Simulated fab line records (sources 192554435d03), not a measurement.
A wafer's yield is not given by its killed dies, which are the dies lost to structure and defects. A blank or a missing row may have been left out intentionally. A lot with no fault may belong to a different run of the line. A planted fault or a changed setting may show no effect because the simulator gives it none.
Which tool was responsible? | flow n5Finfet | 9 lots, 26 wafers sampled, at 5 steps of a route of 1938

WHAT EACH GAUGE READ, for each wafer
N5_BEOL_M4_RC_MEAS_101. Usual: DIBL_N 36.3 mV/V, standard deviation 1.6; DIBL_P 36.2 mV/V, standard deviation 2.1; IOFF_N 0.16 nA/um, standard deviation 0.031; IOFF_P 0.21 nA/um, standard deviation 0.034; ION_N 673 uA/um, standard deviation 11; ION_P 461 uA/um, standard deviation 7.4; SS_N 71.6 mV/dec, standard deviation 0.55; SS_P 73.3 mV/dec, standard deviation 0.66; VT_N 251 mV, standard deviation 3.2; VT_P -251 mV, standard deviation 3.5.
lot  | measured     | on        | DIBL_N (mV/V)  | DIBL_P (mV/V)  | IOFF_N (nA/um) | IOFF_P (nA/um) | ION_N (uA/um) | ION_P (uA/um) | SS_N (mV/dec)  | SS_P (mV/dec)  | VT_N (mV)   | VT_P (mV)      | flag
L258 | day 7 19:15  | prober-02 | 33.4 35.0      | 33.4 36.1      | 0.12 0.15      | 0.15 0.20      | 664 661       | 452 453       | 70.8 71.6      | 72.9 73.3      | 258 249     | -254 -251      | 
L260 | day 8 17:03  | prober-02 | 36.0 38.8 38.9 | 35.8 39.2 39.4 | 0.14 0.20 0.19 | 0.22 0.28 0.28 | 661 679 675   | 460 467 473   | 72.0 71.9 72.2 | 73.4 74.3 74.7 | 255 249 248 | -250 -244 -244 | 
L265 | day 9 14:40  | prober-02 | 34.8 36.3 37.1 | 35.7 37.0 38.3 | 0.14 0.16 0.18 | 0.18 0.19 0.22 | 652 679 665   | 452 461 455   | 70.9 71.2 71.7 | 72.8 73.4 74.2 | 247 250 246 | -252 -254 -250 | 
L266 | day 9 19:12  | prober-01 | 34.6 36.0 35.9 | 34.2 36.7 36.5 | 0.14 0.18 0.17 | 0.17 0.20 0.20 | 675 683 694   | 458 469 469   | 71.9 71.6 72.3 | 73.1 73.8 74.3 | 252 249 249 | -255 -251 -252 | 
L267 | day 10 06:25 | prober-01 | 35.0 37.7 36.8 | 33.8 36.7 34.5 | 0.13 0.19 0.15 | 0.17 0.21 0.18 | 672 676 661   | 456 456 453   | 70.8 72.4 71.7 | 72.5 73.1 72.5 | 256 249 253 | -254 -251 -254 | 
L272 | day 11 05:26 | prober-02 | 37.3 33.8 35.9 | 38.7 33.8 36.8 | 0.19 0.12 0.17 | 0.27 0.20 0.24 | 687 680 680   | 475 476 469   | 71.9 70.7 71.6 | 73.0 72.2 73.1 | 245 252 247 | -241 -248 -244 | 
L271 | day 11 16:39 | prober-02 | 36.4 34.2 34.8 | 34.9 32.6 34.5 | 0.15 0.12 0.14 | 0.19 0.16 0.19 | 674 643 660   | 457 451 459   | 71.6 71.2 70.7 | 72.7 71.4 73.0 | 248 255 253 | -251 -251 -252 | 
L275 | day 12 04:56 | prober-01 | 36.5 36.2 35.5 | 37.0 36.8 34.7 | 0.16 0.15 0.13 | 0.20 0.20 0.17 | 669 665 661   | 462 460 452   | 72.3 71.2 71.5 | 73.6 73.7 73.0 | 251 251 256 | -249 -251 -253 | 
L278 | day 13 07:39 | prober-01 | 34.2 37.2 36.9 | 32.7 37.0 36.4 | 0.10 0.15 0.14 | 0.14 0.19 0.19 | 656 667 666   | 455 456 463   | 70.4 71.2 71.6 | 71.8 72.6 72.9 | 257 251 252 | -254 -253 -255 | 

EACH LOT AND THE TOOL THAT RAN IT (in order: tool; ch and the chambers of the sampled wafers; start)
lot  | N5_MOL_CONTACT_COAG_CMP_28    | N5_MOL_CONTACT_COAG_ETCHBACK_135  | N5_MOL_CONTACT_COAG_VIA_ETCH_46   | N5_MOL_CONTACT_COAG_ETCH_47
L258 | cmp-02 ch 1, day 5 11:12      | rieDiel-02 ch 0,3, day 5 13:28    | rieDiel-02 ch 0,3, day 5 13:29    | rieDiel-02 ch 0,3, day 5 13:36
L260 | cmp-01 ch 1,3, day 6 03:37    | rieDiel-06 ch 0,3, day 6 05:31    | rieDiel-06 ch 0,3, day 6 05:33    | rieDiel-06 ch 0,3, day 6 05:40
L265 | cmp-02 ch 0,1,2, day 7 03:44  | rieDiel-02 ch 1,2,3, day 7 05:21  | rieDiel-02 ch 1,2,3, day 7 05:23  | rieDiel-02 ch 1,2,3, day 7 05:29
L266 | cmp-03 ch 1,3, day 7 10:50    | rieDiel-06 ch 2,3, day 7 13:05    | rieDiel-06 ch 2,3, day 7 13:07    | rieDiel-06 ch 2,3, day 7 13:13
L267 | cmp-02 ch 0,1,3, day 7 20:52  | rieDiel-06 ch 2,3, day 7 22:41    | rieDiel-06 ch 2,3, day 7 22:43    | rieDiel-06 ch 2,3, day 7 22:49
L272 | cmp-03 ch 0,1,2, day 8 19:51  | rieDiel-06 ch 0,3, day 8 21:42    | rieDiel-06 ch 0,3, day 8 21:44    | rieDiel-06 ch 0,3, day 8 21:50
L271 | cmp-03 ch 0,3, day 9 04:41    | rieDiel-02 ch 0,2,3, day 9 06:26  | rieDiel-02 ch 0,2,3, day 9 06:28  | rieDiel-02 ch 0,2,3, day 9 06:35
L275 | cmp-01 ch 1,2,3, day 9 19:22  | rieDiel-04 ch 1,3, day 9 22:25    | rieDiel-04 ch 1,3, day 9 22:27    | rieDiel-04 ch 1,3, day 9 22:34
L278 | cmp-02 ch 1,2,3, day 10 12:00 | rieDiel-06 ch 0,1,2, day 10 13:55 | rieDiel-06 ch 0,1,2, day 10 13:58 | rieDiel-06 ch 0,1,2, day 10 14:04
- N5_MOL_CONTACT_COAG_CMP_28: polishes, stops on SiNx, t overpolish 0.85 s, target thk 14.522 nm.
- N5_MOL_CONTACT_COAG_ETCHBACK_135: etches SiO2 in CHF3, target depth 25 nm, time 16.7 s.
- N5_MOL_CONTACT_COAG_VIA_ETCH_46: etches SiO2 in C4F6/O2, target depth 46 nm, overetch 9.2 nm, time 40 s.
- N5_MOL_CONTACT_COAG_ETCH_47: etches SiNx in CH3F/O2, stops on W, target depth 27 nm.

WHAT THE TOOLS THEMSELVES READ (means of the sampled wafers that have a number; where no wafer has one, the mark that the record gives instead)
N5_MOL_CONTACT_COAG_CMP_28. Usual: motorCurrentA 12.1 A, standard deviation 1.4; timeToEndpointS 4.6 s, standard deviation 2.6.
lot  | tool   | motorCurrentA (A) | timeToEndpointS (s) | flag
L258 | cmp-02 | 10.2              | 0.0                 | 
L260 | cmp-01 | 12.1              | 6.2                 | 
L265 | cmp-02 | 11.6              | 5.0                 | 
L266 | cmp-03 | 11.5              | 4.6                 | 
L267 | cmp-02 | 11.7              | 4.8                 | 
L272 | cmp-03 | 11.6              | 5.1                 | 
L271 | cmp-03 | 11.8              | 2.5                 | 
L275 | cmp-01 | 13.5              | 4.3                 | 
L278 | cmp-02 | 11.5              | 5.6                 | 

N5_MOL_CONTACT_COAG_ETCHBACK_135. Usual: CHF3_flow_sccm 49.99 sccm, standard deviation 0.18; biasW 170.1 W, standard deviation 0.56; drypumpMotorCurrentA 5.6 A, standard deviation 0.38; oesProductAu 0.76 a.u., standard deviation 0.089; rfVppV 519 V, standard deviation 7.7; showerheadPlenumPTorr 2.39 Torr, standard deviation 0.072; throttleValvePct 18.93 %, standard deviation 0.24.
lot  | tool       | CHF3_flow_sccm (sccm) | biasW (W) | drypumpMotorCurrentA (A) | oesProductAu (a.u.) | rfVppV (V) | showerheadPlenumPTorr (Torr) | throttleValvePct (%) | flag
L258 | rieDiel-02 | 49.77                 | 169.7     | 5.5                      | 0.90                | 523        | 2.49                         | 18.77                | 
L260 | rieDiel-06 | 50.08                 | 169.7     | 5.9                      | 0.69                | 520        | 2.39                         | 19.22                | 
L265 | rieDiel-02 | -                     | -         | -                        | -                   | -          | -                            | -                    | OFF
L266 | rieDiel-06 | -                     | -         | -                        | -                   | -          | -                            | -                    | OFF
L267 | rieDiel-06 | -                     | -         | -                        | -                   | -          | -                            | -                    | OFF
L272 | rieDiel-06 | 49.88                 | 170.2     | 5.9                      | 0.66                | 517        | 2.40                         | 19.11                | 
L271 | rieDiel-02 | 50.05                 | 170.1     | 5.4                      | 0.81                | 520        | 2.44                         | 18.84                | 
L275 | rieDiel-04 | 50.10                 | 169.9     | 5.6                      | 0.77                | 530        | 2.38                         | 18.98                | 
L278 | rieDiel-06 | 49.96                 | 169.4     | 5.8                      | 0.80                | 518        | 2.38                         | 18.91                | 

N5_MOL_CONTACT_COAG_VIA_ETCH_46. Usual: C4F6_flow_sccm 9.995 sccm, standard deviation 0.028; drypumpMotorCurrentA 5.6 A, standard deviation 0.39; oesProductAu 0.68 a.u., standard deviation 0.073; rfVppV 1574 V, standard deviation 22; showerheadPlenumPTorr 2.85 Torr, standard deviation 0.084; throttleValvePct 41.2 %, standard deviation 0.43.
lot  | tool       | C4F6_flow_sccm (sccm) | drypumpMotorCurrentA (A) | oesProductAu (a.u.) | rfVppV (V) | showerheadPlenumPTorr (Torr) | throttleValvePct (%) | flag
L258 | rieDiel-02 | 9.988                 | 5.5                      | 0.81                | 1582       | 2.96                         | 41.7                 | 
L260 | rieDiel-06 | 9.954                 | 6.0                      | 0.62                | 1577       | 2.85                         | 41.5                 | 
L265 | rieDiel-02 | 9.985                 | 5.4                      | 0.69                | 1551       | 2.92                         | 41.0                 | 
L266 | rieDiel-06 | 10.019                | 5.7                      | 0.63                | 1577       | 2.79                         | 41.6                 | 
L267 | rieDiel-06 | 9.994                 | 5.7                      | 0.64                | 1576       | 2.79                         | 41.6                 | 
L272 | rieDiel-06 | 9.994                 | 5.9                      | 0.59                | 1571       | 2.86                         | 41.2                 | 
L271 | rieDiel-02 | 9.982                 | 5.4                      | 0.73                | 1576       | 2.91                         | 41.4                 | 
L275 | rieDiel-04 | 9.974                 | 5.6                      | 0.68                | 1606       | 2.84                         | 41.1                 | 
L278 | rieDiel-06 | 10.009                | 5.7                      | 0.71                | 1568       | 2.84                         | 41.3                 | 

N5_MOL_CONTACT_COAG_ETCH_47. Usual: drypumpMotorCurrentA 5.6 A, standard deviation 0.38; etchRfOnTimeS 31.2 s, standard deviation 0.63; oesProductAu 0.68 a.u., standard deviation 0.079; rfVppV 295 V, standard deviation 4.1; showerheadPlenumPTorr 2.01 Torr, standard deviation 0.063; throttleValvePct 16.55 %, standard deviation 0.24.
lot  | tool       | drypumpMotorCurrentA (A) | etchRfOnTimeS (s) | oesProductAu (a.u.) | rfVppV (V) | showerheadPlenumPTorr (Torr) | throttleValvePct (%) | flag
L258 | rieDiel-02 | 5.5                      | 30.6              | 0.81                | 296        | 2.09                         | 16.34                | 
L260 | rieDiel-06 | 5.9                      | 31.4              | 0.62                | 295        | 2.01                         | 16.84                | 
L265 | rieDiel-02 | 5.4                      | 31.3              | 0.69                | 290        | 2.06                         | 16.45                | 
L266 | rieDiel-06 | 5.7                      | 31.2              | 0.63                | 296        | 1.96                         | 16.93                | 
L267 | rieDiel-06 | 5.7                      | 31.4              | 0.63                | 295        | 1.96                         | 16.93                | 
L272 | rieDiel-06 | 6.0                      | 31.7              | 0.59                | 294        | 2.02                         | 16.75                | 
L271 | rieDiel-02 | 5.3                      | 31.3              | 0.72                | 294        | 2.05                         | 16.44                | 
L275 | rieDiel-04 | 5.6                      | 30.9              | 0.68                | 300        | 2.00                         | 16.58                | 
L278 | rieDiel-06 | 5.8                      | 30.8              | 0.72                | 293        | 2.00                         | 16.52                | 

THE ANSWER, worked out from the rows above alone
Rule: a lot is off if the mean of its wafers that have a number lies more than 3 standard deviations from the usual mean. A lot without any number at a reading at which 4 lots or more have one is off too. The other lots that the step has rows for count as sound. First the gauges in route order, then the tools' own readings, where a lot's mean is used as printed above. The first step at which some lot is off is used, and at that step the reading that is off furthest; a lot without a number counts as furthest.
Off: L265, L266, L267, at N5_MOL_CONTACT_COAG_ETCHBACK_135 (CHF3_flow_sccm). Without a number there: L265, L266, L267.
A tool fits if, at that step or a process step before it, it ran every lot that is off, and no sound lot after the first of them. Of those tried, none fits.

WHAT THE SIMULATOR HAD INSERTED
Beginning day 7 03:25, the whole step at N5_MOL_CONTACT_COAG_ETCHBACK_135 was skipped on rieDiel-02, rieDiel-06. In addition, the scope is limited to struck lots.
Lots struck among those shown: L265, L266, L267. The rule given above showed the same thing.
